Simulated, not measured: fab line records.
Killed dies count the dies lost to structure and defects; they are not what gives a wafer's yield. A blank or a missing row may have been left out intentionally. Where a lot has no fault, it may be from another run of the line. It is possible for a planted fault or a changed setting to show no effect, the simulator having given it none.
Chamber matching    flow nand_harc    rie_diel-01 running NHARC_A_M0_STRIP_18: 4 sister chambers
The step strips in N2/H2. 14 wafers are shown with their chamber, then 7 later ones without.

== EACH WAFER AND ITS CHAMBER ==
wafer   chamber  showerhead_plenum_p_Torr (Torr)  drypump_motor_current_A (A)  oes_product_au (a.u.)
L380.2  3        1.97                             6.1                          0.987
L380.5  3        1.97                             6.0                          0.979
L380.6  2        2.20                             4.8                          0.986
L379.4  1        1.99                             6.2                          1.008
L379.5  3        1.97                             6.1                          0.989
L379.6  2        2.20                             4.8                          1.006
L381.1  0        1.91                             5.1                          0.999
L381.2  3        1.97                             6.1                          0.988
L381.4  1        1.99                             6.2                          1.021
L382.1  1        1.99                             6.2                          1.008
L382.2  2        2.20                             4.8                          1.005
L382.3  3        1.97                             6.0                          0.989
L392.1  2        2.19                             4.8                          0.998
L392.2  1        1.99                             6.2                          1.012

SIGNATURES, as means of the wafers listed above
reading                   chamber 0  chamber 1  chamber 2  chamber 3  scatter within a chamber
showerhead_plenum_p_Torr  1.9100     1.9900     2.1975     1.9700     0.00274
drypump_motor_current_A   5.100      6.200      4.800      6.060      0.0346
oes_product_au            0.99900    1.01225    0.99875    0.98640    0.00662
Rule: for a wafer and a chamber, the distance is found by dividing, reading by reading, the gap between the wafer's reading and the chamber's mean by the reading's scatter, squaring, summing and taking the root. If the next closest chamber is less than 2 further off than the closest, the wafer can't be placed; otherwise it belongs to the closest. How the scatter is found: for the shown wafers, subtract from each reading the mean of its chamber, square and add these, divide the total by (wafers less chambers), then take the root.

== WAFERS WITHOUT THEIR CHAMBER ==
wafer   showerhead_plenum_p_Torr (Torr)  drypump_motor_current_A (A)  oes_product_au (a.u.)
L392.4  1.96                             6.1                          0.982
L393.1  1.96                             6.0                          0.999
L393.2  1.99                             6.2                          1.019
L393.5  1.99                             6.2                          1.009
L396.2  1.96                             6.1                          0.997
L396.5  1.99                             6.2                          1.008
L396.6  1.96                             6.0                          0.995

== WHICH CHAMBER EACH WENT THROUGH ==
wafer   from the rows above  in truth
L392.4  3                    3
L393.1  3                    3
L393.2  1                    1
L393.5  1                    1
L396.2  3                    3
L396.5  1                    1
L396.6  3                    3
Correct placement for 7 of the 7. From these rows, 0 cannot be placed. 0 placed wrongly.
